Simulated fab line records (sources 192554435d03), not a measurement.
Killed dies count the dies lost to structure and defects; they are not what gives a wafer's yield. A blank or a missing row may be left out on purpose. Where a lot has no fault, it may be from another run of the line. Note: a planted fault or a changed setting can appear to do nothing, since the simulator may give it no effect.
Which tool was responsible? :: flow n5_finfet :: at 1 step of a route of 1938, 11 lots with 33 wafers sampled

== WHAT EACH GAUGE READ, for each wafer ==
N5_PASSIVATION_OVL_MEAS_60.
lot: L824
measured: day 11 14:02
on: overlay-02
TV_OVL (nm): 12 14 18

lot: L828
measured: day 12 17:41
on: overlay-01
TV_OVL (nm): 3 13 6

lot: L825
measured: day 13 03:21
on: overlay-01
TV_OVL (nm): 2 9 3

lot: L830
measured: day 13 12:28
on: overlay-01
TV_OVL (nm): 14 3 11

lot: L832
measured: day 14 15:43
on: overlay-01
TV_OVL (nm): -14 -3 2

lot: L834
measured: day 14 17:05
on: overlay-01
TV_OVL (nm): -1 -2 6

lot: L833
measured: day 14 21:38
on: overlay-01
TV_OVL (nm): 6 2 -2

lot: L836
measured: day 15 02:20
on: overlay-02
TV_OVL (nm): 6 17 19

lot: L840
measured: day 16 07:27
on: overlay-01
TV_OVL (nm): -5 4 -5

lot: L846
measured: day 17 21:37
on: overlay-01
TV_OVL (nm): -10 -5 -4

lot: L847
measured: day 18 09:25
on: overlay-01
TV_OVL (nm): 9 -11 -3

== EACH LOT AND THE TOOL THAT RAN IT (in order: tool; ch and the chambers of the sampled wafers; start) ==
There is no process step in the record ahead of these readings.

== THE ANSWER, worked out from the rows above alone ==
Rule: the usual values come from the lots themselves. Put in order of their means at a reading, lots are off if they are a third of the lots or fewer, leave a main group of 4 or more, and stand apart from it by a gap of 3 or more times the standard deviation of the main group's means; of several such gaps the widest counts. A main group is skipped when, at the precision printed for the reading in the tables above, its means are all equal. A lot without any number at a reading at which 4 lots or more have one is off too. Any other lot the step has rows for is counted as sound.
No lot is off on any of the readings shown, so nothing can be concluded from this.

== WHAT THE SIMULATOR PUT IN ==
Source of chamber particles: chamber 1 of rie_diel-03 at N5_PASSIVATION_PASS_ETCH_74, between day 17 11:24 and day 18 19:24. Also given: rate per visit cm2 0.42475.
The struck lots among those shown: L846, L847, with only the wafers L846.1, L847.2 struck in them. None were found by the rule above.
